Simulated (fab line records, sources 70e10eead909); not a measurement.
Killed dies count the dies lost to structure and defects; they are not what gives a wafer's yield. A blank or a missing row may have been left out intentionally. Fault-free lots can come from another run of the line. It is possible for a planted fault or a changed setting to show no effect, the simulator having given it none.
Which of the tools did it? ; flow nand harc ; 42 wafers from 14 lots sampled at 4 of the route's 1159 steps

## WHAT THE GAUGES READ, wafer by wafer
The record holds no reading of a measuring or inspecting step that can be judged against a usual standard deviation.

## WHAT TOOL EACH LOT RAN ON (gives the tool, then ch and the chambers of the sampled wafers, and finally the start)
lot;NHARC_P_M1_ETCH_35;NHARC_P_M1_STRIP_18;NHARC_P_M1_PRE_CLEAN_30;NHARC_P_M2_DEP_00
L697;rie diel-10 ch 0,2, day 6 12:14;rie diel-09 ch 0,1,2, day 6 12:33;pvd sputter-02, day 6 15:21 or earlier;pecvd-02 ch 1,2, day 6 15:21
L700;rie diel-09 ch 0,1,2, day 7 00:53;rie diel-10 ch 0,2,3, day 7 01:11;pvd sputter-02, day 7 03:57 or earlier;pecvd-04 ch 0,2, day 7 03:57
L699;rie diel-10 ch 1,2,3, day 7 01:38;rie diel-10 ch 1,2, day 7 01:55;pvd sputter-02, day 7 04:55 or earlier;pecvd-01 ch 0,2, day 7 04:55
L701;rie diel-10 ch 2,3, day 7 05:15;rie diel-10 ch 0,1, day 7 05:32;pvd sputter-01, day 7 09:14 or earlier;pecvd-01 ch 0,1,2, day 7 09:14
L702;rie diel-01 ch 0,1,3, day 7 10:22;rie diel-10 ch 2,3, day 7 10:39;pvd sputter-03, day 7 13:55 or earlier;pecvd-04 ch 0,1,2, day 7 13:55
L703;rie diel-01 ch 1,2, day 7 19:22;rie diel-10 ch 1,2, day 7 19:40;pvd sputter-02, day 7 22:52 or earlier;pecvd-01 ch 0,1,2, day 7 22:52
L711;rie diel-10 ch 0,1,2, day 9 18:54;rie diel-01 ch 0,1,2, day 9 19:14;pvd sputter-03, day 9 21:58 or earlier;pecvd-01 ch 1,2, day 9 21:58
L712;rie diel-01 ch 0,1,3, day 10 02:38;rie diel-09 ch 0,2,3, day 10 02:58;pvd sputter-03, day 10 05:42 or earlier;pecvd-01 ch 0,1, day 10 05:42
L715;rie diel-10 ch 0,2,3, day 10 17:54;rie diel-01 ch 1,2, day 10 18:11;pvd sputter-01, day 10 21:10 or earlier;pecvd-04 ch 0,1,2, day 10 21:10
L714;rie diel-09 ch 0,1,3, day 10 22:38;rie diel-10 ch 1,3, day 10 22:56;pvd sputter-03, day 11 01:41 or earlier;pecvd-04 ch 1,2, day 11 01:41
L716;rie diel-09 ch 1,2,3, day 10 23:05;rie diel-10 ch 0,2,3, day 10 23:23;pvd sputter-03, day 11 02:23 or earlier;pecvd-04 ch 1,2, day 11 02:23
L718;rie diel-01 ch 0,1,2, day 11 07:42;rie diel-09 ch 0,2,3, day 11 07:59;pvd sputter-02, day 11 11:02 or earlier;pecvd-01 ch 0,1, day 11 11:02
L717;rie diel-10 ch 0,1,2, day 11 07:44;rie diel-01 ch 2,3, day 11 08:02;pvd sputter-03, day 11 11:27 or earlier;pecvd-01 ch 0,1,2, day 11 11:27
L719;rie diel-01 ch 1,2,3, day 11 15:02;rie diel-10 ch 0,2,3, day 11 15:19;pvd sputter-03, day 11 18:06 or earlier;pecvd-01 ch 0,1,2, day 11 18:06
- NHARC_P_M1_ETCH_35: etches the open film in N2/H2, target depth 40 nm, overetch 12 nm, time 43.94 s.
- NHARC_P_M1_STRIP_18: strips in N2/H2.
- NHARC_P_M1_PRE_CLEAN_30: time 30 s.
- NHARC_P_M2_DEP_00: deposits SiOC, target thk 182.5 nm.

## WHAT THE TOOLS THEMSELVES READ (means of the sampled wafers that have a number; where no wafer has one, the mark that the record gives instead)
NHARC_P_M1_ETCH_35. Usual: chamber pressure mTorr 30.001 mTorr, standard deviation 0.024; drypump motor current A 5.9 A, standard deviation 0.31; n2 flow sccm 150.0 sccm, standard deviation 0.47; oes product au 0.997 a.u., standard deviation 0.013; rf vpp V 430.5 V, standard deviation 2.2; showerhead plenum p Torr 2.03 Torr, standard deviation 0.075; throttle valve pct 14.170 %, standard deviation 0.0091.
lot;tool;chamber pressure mTorr (mTorr);drypump motor current A (A);n2 flow sccm (sccm);oes product au (a.u.);rf vpp V (V);showerhead plenum p Torr (Torr);throttle valve pct (%);flag
L697;rie diel-10;30.025;5.8;150.5;1.001;431.0;2.03;14.169;
L700;rie diel-09;30.019;6.3;150.3;1.003;428.9;2.00;14.170;
L699;rie diel-10;30.007;6.0;150.1;0.984;431.3;2.02;14.167;
L701;rie diel-10;29.986;6.0;149.9;0.992;429.5;2.00;14.171;
L702;rie diel-01;30.004;5.8;149.8;1.007;430.6;2.06;14.169;
L703;rie diel-01;29.986;5.8;149.7;1.001;430.2;2.00;14.176;
L711;rie diel-10;30.010;5.7;149.9;0.997;430.9;2.05;14.173;
L712;rie diel-01;30.004;5.8;149.8;0.997;431.7;2.06;14.171;
L715;rie diel-10;29.993;5.8;149.9;0.998;430.6;2.05;14.167;
L714;rie diel-09;29.996;6.1;149.9;0.991;431.3;2.06;14.177;
L716;rie diel-09;30.002;6.0;149.8;0.977;431.0;2.05;14.170;
L718;rie diel-01;29.997;5.8;150.5;0.998;431.1;2.05;14.171;
L717;rie diel-10;29.989;5.7;149.9;0.991;430.8;2.05;14.164;
L719;rie diel-01;30.008;5.8;150.0;0.984;429.6;2.01;14.165;

NHARC_P_M1_STRIP_18. Usual: chamber pressure mTorr 30.002 mTorr, standard deviation 0.029; drypump motor current A 5.9 A, standard deviation 0.3; n2 flow sccm 150.0 sccm, standard deviation 0.47; oes product au 0.996 a.u., standard deviation 0.013; rf vpp V 90.6 V, standard deviation 0.92; showerhead plenum p Torr 2.03 Torr, standard deviation 0.073; throttle valve pct 14.171 %, standard deviation 0.0082.
lot;tool;chamber pressure mTorr (mTorr);drypump motor current A (A);n2 flow sccm (sccm);oes product au (a.u.);rf vpp V (V);showerhead plenum p Torr (Torr);throttle valve pct (%);flag
L697;rie diel-09;30.006;6.3;150.1;1.004;90.9;2.00;14.172;
L700;rie diel-10;30.002;5.8;149.7;0.993;90.3;2.05;14.171;
L699;rie diel-10;29.982;5.9;150.2;0.995;90.2;2.02;14.164;
L701;rie diel-10;30.010;5.4;150.1;0.998;91.0;2.11;14.175;
L702;rie diel-10;29.980;6.1;150.1;0.988;90.8;2.00;14.171;
L703;rie diel-10;29.978;6.0;150.0;0.985;90.5;1.99;14.164;
L711;rie diel-01;29.986;5.8;149.8;1.000;90.5;2.05;14.183;
L712;rie diel-09;29.981;6.1;150.1;0.994;90.1;1.98;14.171;
L715;rie diel-01;29.986;5.9;149.9;1.002;90.9;2.01;14.172;
L714;rie diel-10;30.001;5.9;149.8;1.002;90.1;2.05;14.165;
L716;rie diel-10;30.015;5.8;149.8;0.997;91.7;2.05;14.173;
L718;rie diel-09;29.991;6.1;149.8;1.001;89.7;1.98;14.174;
L717;rie diel-01;30.000;5.8;150.1;0.995;90.1;2.02;14.170;
L719;rie diel-10;30.006;5.8;150.1;1.003;91.2;2.05;14.171;

NHARC_P_M1_PRE_CLEAN_30. Usual: heater power w 380 W, standard deviation 35.
lot;tool;heater power w (W);flag
L697;pvd sputter-02;393;
L700;pvd sputter-02;375;
L699;pvd sputter-02;377;
L701;pvd sputter-01;391;
L702;pvd sputter-03;379;
L703;pvd sputter-02;363;
L711;pvd sputter-03;405;
L712;pvd sputter-03;387;
L715;pvd sputter-01;343;
L714;pvd sputter-03;395;
L716;pvd sputter-03;377;
L718;pvd sputter-02;378;
L717;pvd sputter-03;372;
L719;pvd sputter-03;379;

NHARC_P_M2_DEP_00. Usual: chamber pressure Torr 5.001 Torr, standard deviation 0.01; rf fwd power W 598.8 W, standard deviation 1.8.
lot;tool;chamber pressure Torr (Torr);rf fwd power W (W);flag
L697;pecvd-02;5.003;597.9;
L700;pecvd-04;5.001;597.4;
L699;pecvd-01;4.995;601.2;
L701;pecvd-01;4.982;600.0;
L702;pecvd-04;4.989;599.1;
L703;pecvd-01;5.005;598.4;
L711;pecvd-01;-;-;OFF
L712;pecvd-01;-;-;OFF
L715;pecvd-04;4.997;599.1;
L714;pecvd-04;5.003;599.0;
L716;pecvd-04;5.002;599.9;
L718;pecvd-01;4.996;599.8;
L717;pecvd-01;4.998;598.8;
L719;pecvd-01;5.000;597.6;

## THE ANSWER, worked out from the rows above alone
Rule: take the mean of a lot's wafers that have a number; if it is more than 3 standard deviations from the usual mean, the lot is off. A lot without any number at a reading at which 4 lots or more have one is off too. The other lots that the step has rows for count as sound. The gauges are gone through in route order, then the tools' own readings, and for those a lot's mean is taken as printed above. At the first step where some lot is off, the reading lying furthest off is the one used; lots without a number count as furthest.
Off at NHARC_P_M2_DEP_00 (chamber pressure Torr): L711, L712. Without a number there: L711, L712.
If a tool, at that step or one of the process steps before it, ran each lot that is off and ran no sound lot following the first of them, it fits. NHARC_P_M1_PRE_CLEAN_30: start missing for some lots; hours and lot order therefore follow NHARC_P_M2_DEP_00. Of those tried, none fits.

## WHAT THE SIMULATOR HAD INSERTED
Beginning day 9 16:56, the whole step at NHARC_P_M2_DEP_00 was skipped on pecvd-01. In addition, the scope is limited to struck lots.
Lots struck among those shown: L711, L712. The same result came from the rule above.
